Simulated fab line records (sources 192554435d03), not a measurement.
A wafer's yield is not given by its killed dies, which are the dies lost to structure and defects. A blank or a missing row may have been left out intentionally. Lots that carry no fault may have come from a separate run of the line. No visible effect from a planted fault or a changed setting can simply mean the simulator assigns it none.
Matching of chambers -- flow n5_finfet -- 4 sister chambers for N5_BEOL_M0_SAQP_ALD_48 on ald_sin-02
The step deposits SiO2, target thk 20 nm, pulse time 1 s, co reactant pulse time 1 s. 14 wafers are shown with their chamber, then 7 later ones without.

## WAFERS PAIRED WITH THEIR CHAMBERS
wafer,chamber,heater_power_w (W),susceptor_temp_C (C),precursor_pulse_height_rel
L364.2,3,85,100.11,0.963
L364.3,1,82,100.00,0.998
L364.5,0,86,100.01,1.008
L365.1,2,77,99.75,0.977
L365.2,0,87,100.07,1.009
L365.6,0,88,100.18,1.000
L366.2,2,78,99.76,0.967
L366.4,2,77,99.92,1.013
L366.5,0,87,99.82,0.992
L376.1,2,78,100.10,1.019
L376.2,0,88,100.24,1.003
L376.5,1,81,99.90,0.979
L377.1,3,88,100.17,1.003
L377.4,0,88,100.12,0.995

SIGNATURES, as means of the wafers listed above
reading,chamber 0,chamber 1,chamber 2,chamber 3,scatter within a chamber
heater_power_w,87.33,81.50,77.50,86.50,0.966
susceptor_temp_C,100.0733,99.9500,99.8825,100.1400,0.141
precursor_pulse_height_rel,1.00117,0.98850,0.99400,0.98300,0.0179
Rule: distance of a wafer from a chamber = root of the sum over the readings of ((wafer's reading minus chamber's mean) / reading's scatter) squared. If the next closest chamber is less than 2 further off than the closest, the wafer can't be placed; otherwise it belongs to the closest. The scatter is the square root of a quotient: the sum, over the shown wafers, of each reading's squared deviation from its chamber's mean, divided by wafers minus chambers.

## WAFERS MISSING THEIR CHAMBER
wafer,heater_power_w (W),susceptor_temp_C (C),precursor_pulse_height_rel
L377.5,80,100.09,0.984
L379.2,89,100.12,1.006
L379.3,76,100.10,0.996
L379.5,89,100.02,1.004
L381.1,87,99.94,1.002
L381.2,79,99.77,1.039
L381.6,88,99.77,1.005

## WHICH CHAMBER EACH WENT THROUGH
wafer,from the rows above,in truth
L377.5,can't be placed: 1 or 2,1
L379.2,can't be placed: 0 or 3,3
L379.3,2,2
L379.5,can't be placed: 0 or 3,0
L381.1,can't be placed: 0 or 3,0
L381.2,can't be placed: 2 or 1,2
L381.6,can't be placed: 0 or 3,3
1 of 7 placed correctly. Cannot be placed on the basis of these rows: 6; the candidates contain the true chamber in 6. Placed wrongly: 0.
